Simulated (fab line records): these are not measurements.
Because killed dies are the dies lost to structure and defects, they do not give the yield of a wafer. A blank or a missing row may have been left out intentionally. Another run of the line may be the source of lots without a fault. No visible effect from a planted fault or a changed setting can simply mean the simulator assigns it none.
fab line records | flow nand_harc
[record] lots = 12 wafers = 36 last_day = 33
route steps=1302 shown P_ZERO_WELL@16 P_STI@109
lots untouched by any fault: they come from a run of this same line in which no faults occurred
start_h: hours from the record's first day to the start of the lot's first wafer shown | wait_h: hours from the lot's prior step to this one | " as in the row above | L1.1+2: several wafers, shown together as one row | - no value present, or no start provided | * or withheld: withheld | < > ~ a bound
route shown NAME@n: names a module that has steps shown in the file, with the first one's number in the route | usual: mean and standard deviation over wafers with no fault | same: alike in all rows | chamber/n: place in a boat | sites: each site's reading | _std_site: standard deviation of those values | _edge_site: the outer-site mean with the inner-site mean subtracted | radius_mm: for every site, how far away it sits from the centre of the wafer | mask NAME#n: copy n | behind: the most recent tool/chamber to have shaped the wafer | hold: cause of the lot's hold/its duration in hours/its outcome | device: names the non-switching transistor (n, p or np) | end of line: the route-end tests of the same wafers | a step given without rows: its recipe and nothing more | killed: dies that structure and defects cost at the first sort, which is not the same as the wafer's yield | map: shows each die of a wafer: x if killed, . if not, _ if none is there
set.NAME: setting as actually run; set.NAME@STEP: the setting as run at that earlier step | model.NAME: the simulator's own value behind a step, which no gauge read
a sample of lots followed through the steps of the route, with each step as a table and each wafer as a row
services: from which hour (start_h, from the record's first day; less than 0 if before it) a tool's chamber was out of use, for how many hours, and why
[[steps]]
[step NHARC_P_ZERO_WELL_DESCUM_13]
[recipe] time_s = 3 o2_flow_sccm = 200 ar_flow_sccm = 0 bias_power_w = 0 chemistry = O2
[usual] drypump_motor_current_A = 5.8/0.48 oes_product_au = 1.000/0.0096 rf_vpp_V = 57.7/0.94 showerhead_plenum_p_Torr = 1.92/0.1 throttle_valve_pct = 11.311/0.0092
// columns lot.wafer tool chamber start_h wait_h drypump_motor_current_A oes_product_au rf_hours_counter_h rf_vpp_V showerhead_plenum_p_Torr throttle_valve_pct
L449.2 rie_diel-02 0 21.30 - 6.0 0.999 45 56.2 1.84 11.304
L449.4 " 1 " " 5.4 1.006 50 57.7 1.76 11.317
L449.6 " 3 " " 5.2 1.009 - 56.7 1.94 11.302
L451.2 rie_diel-11 1 41.40 - 5.4 1.001 40 57.3 2.00 11.308
L451.3 " 3 " " 6.3 1.000 37 58.8 1.85 11.326
L451.5 " 0 " " 5.4 1.000 - 58.5 2.06 11.308
L453.1 rie_diel-11 3 61.43 - 6.2 0.984 40 57.9 1.84 11.314
L453.5 " 2 " " 6.1 1.003 - 57.2 1.80 11.321
L453.6 " 3 " " 6.2 0.982 - 57.7 1.84 11.311
L455.2 rie_diel-10 0 81.27 - 5.4 1.007 1 57.2 2.02 11.295
L455.1 " 2 " " 5.1 1.006 1 56.7 1.80 11.295
L455.3 " 3 " " 6.7 0.999 1 58.0 2.03 11.305
L457.4 rie_diel-02 2 101.40 - 6.2 0.994 23 57.1 2.01 11.298
L457.2 " 1 " " 5.4 1.002 24 56.4 2.07 11.309
L457.6 " 2 " " 6.2 0.988 - 58.6 2.01 11.303
L460.2 rie_diel-10 0 131.42 - 5.5 1.001 24 56.7 2.01 11.299
L460.1 " 1 " " 6.5 1.002 11 58.4 1.86 11.316
L460.6 " 1 " " 6.5 1.005 - 57.6 1.86 11.322
L461.4 rie_diel-10 3 141.43 - 6.8 1.003 25 58.8 2.02 11.314
L461.6 " 1 " " 6.5 1.005 - 56.2 1.86 11.322
L461.5 " 2 " " 5.1 0.990 - 56.0 1.80 11.325
L464.2 rie_diel-11 1 171.42 - 5.4 1.005 20 59.3 1.99 11.318
L464.4 " 2 " " 6.1 0.994 22 58.5 1.79 11.314
L464.6 " 3 " " 6.2 0.980 - 58.4 1.84 11.316
L469.3 rie_diel-10 1 221.40 - 6.5 0.994 39 56.6 1.85 11.327
L469.5 " 1 " " 6.5 0.992 - 58.3 1.85 11.322
L469.6 " 2 " " 5.1 1.008 - 58.0 1.79 11.314
L470.2 rie_diel-11 0 232.00 - 5.4 1.006 37 59.2 2.05 11.319
L470.1 " 2 " " 6.1 0.999 39 56.0 1.78 11.310
L470.6 " 0 " " 5.4 0.994 - 57.6 2.05 11.301
L471.2 rie_diel-11 3 241.29 - 6.2 0.988 40 57.8 1.83 11.327
L471.5 " 3 " " 6.3 0.996 - 57.5 1.83 11.306
L471.6 " 0 " " 5.4 0.993 - 58.5 2.05 11.327
L472.3 rie_diel-11 3 251.34 - 6.3 0.986 44 56.3 1.83 11.310
L472.4 " 1 " " 5.4 1.003 48 58.1 1.98 11.308
L472.6 " 2 " " 6.0 0.991 - 56.0 1.78 11.319
[step NHARC_P_ZERO_WELL_ETCH_65]
[recipe] target_depth_a = 800 overetch_a = 240 time_s = 87.88 ion_energy_ev = 200 n2_flow_sccm = 150 h2_flow_sccm = 150 ar_flow_sccm = 0 rf_w = 400 bias_w = 150 chemistry = N2/H2
[usual] drypump_motor_current_A = 5.8/0.48 oes_product_au = 1.001/0.0096 rf_vpp_V = 431/3.2 showerhead_plenum_p_Torr = 2.05/0.11 throttle_valve_pct = 14.172/0.0088
// columns lot.wafer tool chamber start_h wait_h drypump_motor_current_A oes_product_au rf_hours_counter_h rf_vpp_V showerhead_plenum_p_Torr throttle_valve_pct
L449.2 rie_diel-02 3 21.36 0.1 5.3 1.010 44 430 2.07 14.176
L449.4 " 1 " " 5.3 0.992 50 425 1.87 14.179
L449.6 " 3 " " 5.3 1.011 - 432 2.07 14.187
L451.2 rie_diel-11 3 41.50 0.1 6.3 0.991 37 428 1.97 14.178
L451.3 " 0 " " 5.4 0.997 40 434 2.20 14.148
L451.5 " 1 " " 5.4 0.992 - 433 2.13 14.158
L453.1 rie_diel-11 2 61.52 0.1 6.0 0.993 41 426 1.91 14.184
L453.5 " 0 " " 5.4 0.985 - 435 2.20 14.173
L453.6 " 1 " " 5.4 0.990 - 433 2.13 14.149
L455.3 rie_diel-10 3 81.38 0.1 6.8 1.012 1 433 2.16 14.184
L455.2 " 0 " " 5.5 1.014 1 433 2.15 14.163
L455.1 " 2 " " 5.1 1.010 1 427 1.92 14.177
L457.2 rie_diel-02 3 101.49 0.1 5.3 1.015 17 430 2.06 14.174
L457.4 " 2 " " 6.2 0.993 23 433 2.15 14.163
L457.6 " 0 " " 6.0 0.981 - 428 1.95 14.194
L460.1 rie_diel-10 3 131.51 0.1 6.7 1.006 23 432 2.16 14.158
L460.2 " 0 " " 5.5 1.005 24 434 2.14 14.169
L460.6 " 3 " " 6.7 1.017 - 434 2.16 14.186
L461.4 rie_diel-10 0 141.51 0.1 5.5 1.006 26 432 2.14 14.170
L461.6 " 2 " " 5.1 1.004 - 426 1.91 14.168
L461.5 " 3 " " 6.7 1.018 - 434 2.16 14.170
L464.2 rie_diel-11 2 171.49 0.1 6.1 1.006 22 427 1.90 14.172
L464.4 " 3 " " 6.3 0.997 21 429 1.96 14.178
L464.6 " 3 " " 6.3 0.997 - 429 1.96 14.178
L469.3 rie_diel-10 1 221.52 0.1 6.5 1.001 39 428 1.97 14.172
L469.6 " 2 " " 5.1 1.007 - 428 1.90 14.158
L469.5 " 3 " " 6.8 1.005 - 434 2.15 14.172
L470.1 rie_diel-11 2 232.10 0.1 6.1 1.000 39 426 1.90 14.189
L470.2 " 1 " " 5.4 1.012 38 432 2.11 14.175
L470.6 " 3 " " 6.3 0.994 - 427 1.95 14.165
L471.2 rie_diel-11 2 241.39 0.1 6.1 0.995 42 426 1.89 14.186
L471.6 " 0 " " 5.4 0.992 - 434 2.19 14.164
L471.5 " 1 " " 5.4 1.008 - 432 2.11 14.180
L472.4 rie_diel-11 3 251.43 0.1 6.3 0.977 44 429 1.95 14.160
L472.3 " 1 " " 5.4 1.009 48 432 2.11 14.172
L472.6 " 2 " " 6.1 1.000 - 426 1.89 14.156
[step NHARC_P_ZERO_WELL_EXPOSE_49]
[recipe] na = 0.6 target_cd_nm = 2000 dose_mj = 22.64 mask_id = P_HVPW
// columns lot.wafer tool chamber start_h wait_h mask
L449.2+4+6 krf_scanner-03 0 25.82 - P_HVPW#0
L451.2+3+5 krf_scanner-03 0 45.67 - P_HVPW#0
L453.1+5+6 krf_scanner-04 0 65.51 - P_HVPW#0
L455.1+2+3 krf_scanner-02 0 88.44 - P_HVPW#0
L457.2+4+6 krf_scanner-04 0 105.48 - P_HVPW#0
L460.1+2+6 krf_scanner-04 0 135.77 - P_HVPW#0
L461.4+5+6 krf_scanner-02 0 145.61 - P_HVPW#0
L464.2+4+6 krf_scanner-03 0 175.71 - P_HVPW#0
L469.3+5+6 krf_scanner-02 0 225.70 - P_HVPW#0
L470.1+2+6 krf_scanner-02 0 236.19 - P_HVPW#0
L471.2+5+6 krf_scanner-03 0 245.63 - P_HVPW#0
L472.3+4+6 krf_scanner-04 0 255.66 - P_HVPW#0
[step NHARC_P_ZERO_WELL_CD_MEAS_52]
[recipe] target_cd_nm = 2000 landing_energy_ev = 500
[usual] cd_nm = 1999.3/1.6
// columns lot.wafer tool chamber start_h wait_h cd_nm
L449.2 cd_sem-02 0 25.97 - 2000.8
L449.4 " 0 " " 1998.6
L449.6 " 0 " " 2001.1
L451.2 cd_sem-01 0 45.82 - 2001.3
L451.3 " 0 " " 1998.2
L451.5 " 0 " " 2002.6
L453.1 cd_sem-01 0 65.67 - 1998.2
L453.5 " 0 " " 2000.1
L453.6 " 0 " " 2001.0
L455.1 cd_sem-01 0 88.59 - 1999.6
L455.2 " 0 " " 1998.5
L455.3 " 0 " " 1999.3
L457.2 cd_sem-01 0 105.63 - 1998.2
L457.4 " 0 " " 2002.2
L457.6 " 0 " " 1999.0
L460.1 cd_sem-03 0 135.92 - 2001.9
L460.2 " 0 " " 2003.7
L460.6 " 0 " " 2001.3
L461.4 cd_sem-01 0 145.76 - 2001.3
L461.5 " 0 " " 1997.1
L461.6 " 0 " " 1997.9
L464.2 cd_sem-03 0 175.87 - 2000.5
L464.4 " 0 " " 1997.6
L464.6 " 0 " " 2000.1
L469.3 cd_sem-01 0 225.85 - 1998.1
L469.5 " 0 " " 2000.8
L469.6 " 0 " " 2045.8
L470.1 cd_sem-01 0 236.35 - 2000.7
L470.2 " 0 " " 1997.6
L470.6 " 0 " " 2044.2
L471.2 cd_sem-02 0 245.79 - 1999.9
L471.5 " 0 " " 2001.1
L471.6 " 0 " " 1998.2
L472.3 cd_sem-02 0 255.81 - 2000.9
L472.4 " 0 " " 2000.3
L472.6 " 0 " " 1998.6
[step NHARC_P_STI_INSPECT_25]
[usual] raw_defect_count = 212/84
// columns lot.wafer tool chamber start_h wait_h raw_defect_count
L449.2 defect_inspect-01 - 79.45 0.4 178
L449.4 " - " " 127
L449.6 " - " " 302
L451.2 defect_inspect-02 - 89.88 0.4 133
L451.3 " - " " 205
L451.5 " - " " 160
L453.1 defect_inspect-01 - 112.18 0.4 99
L453.5 " - " " 143
L453.6 " - " " 89
L455.1 defect_inspect-01 - 139.94 0.4 91
L455.2 " - " " 193
L455.3 " - " " 192
L457.2 defect_inspect-01 - 158.53 0.4 135
L457.4 " - " " 249
L457.6 " - " " 260
L460.1 defect_inspect-02 - 181.40 0.4 523
L460.2 " - " " 255
L460.6 " - " " 198
L461.4 defect_inspect-01 - 192.42 0.4 283
L461.5 " - " " 300
L461.6 " - " " 287
L464.2 defect_inspect-01 - 226.58 0.4 202
L464.4 " - " " 227
L464.6 " - " " 230
L469.3 defect_inspect-01 - 277.27 0.4 204
L469.5 " - " " 284
L469.6 " - " " 163
L470.1 defect_inspect-02 - 282.57 0.4 246
L470.2 " - " " 118
L470.6 " - " " 166
L471.2 defect_inspect-01 - 293.05 0.4 104
L471.5 " - " " 135
L471.6 " - " " 145
L472.3 defect_inspect-02 - 301.89 0.4 149
L472.4 " - " " 154
L472.6 " - " " 214
[[services]]
// columns tool chamber start_h hours kind
krf_scanner-04 - 10.00 4.0 pm
rie_diel-10 2 27.32 7.5 repair
rie_diel-02 - 39.77 9.0 pm
rie_diel-11 2 40.22 3.2 repair
krf_scanner-02 - 45.46 25.6 repair
rie_diel-10 1 47.97 13.7 repair
krf_scanner-03 - 51.63 1.4 repair
rie_diel-11 2 52.01 2.6 repair
krf_scanner-03 - 53.04 4.0 pm
rie_diel-10 - 57.50 0.4 repair
rie_diel-10 - 67.83 9.0 pm
rie_diel-11 - 78.50 9.0 pm
rie_diel-02 3 79.68 2.6 repair
rie_diel-10 1 81.02 3.8 repair
krf_scanner-04 - 91.38 9.3 repair
rie_diel-11 3 92.23 1.5 repair
krf_scanner-02 - 94.00 4.0 pm
rie_diel-10 1 110.37 11.6 repair
rie_diel-02 1 130.47 6.3 repair
rie_diel-10 - 148.62 1.7 repair
krf_scanner-04 - 182.00 4.0 pm
krf_scanner-04 - 211.18 2.6 repair
rie_diel-11 - 213.28 0.3 repair
rie_diel-10 - 244.83 9.0 pm
[[key]]
[first_sign] step = NHARC_P_ZERO_WELL_CD_MEAS_52 reading = cd_nm direction = up sigmas = 29 usual = 1999.3 struck = 2045.0
effect none on later readings
met_at NHARC_P_ZERO_WELL_EXPOSE_49
struck_lots L469,L470
struck_wafers L469.6,L470.6
tester_left_out L469,L470
not_acting_at NHARC_P_ZERO_WELL_DESCUM_13,NHARC_P_ZERO_WELL_ETCH_65,NHARC_P_STI_INSPECT_25
onset_between 145.61 225.70
[fault] kind = process_parameter_drift tool = krf_scanner-02 chamber = - onset_h = 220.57 steps = NHARC_P_ZERO_WELL_EXPOSE_49 channel = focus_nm offset = 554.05 shape = step end_h = 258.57 scope = struck_wafers_only
// tester_left_out: of these lots the tester's yield and bins aren't shown, on N5 and GAA mostly nor the transistor test; their killed dies are dies lost to structure and defects alone, not to doping, threshold or leakage, so they don't give the yield
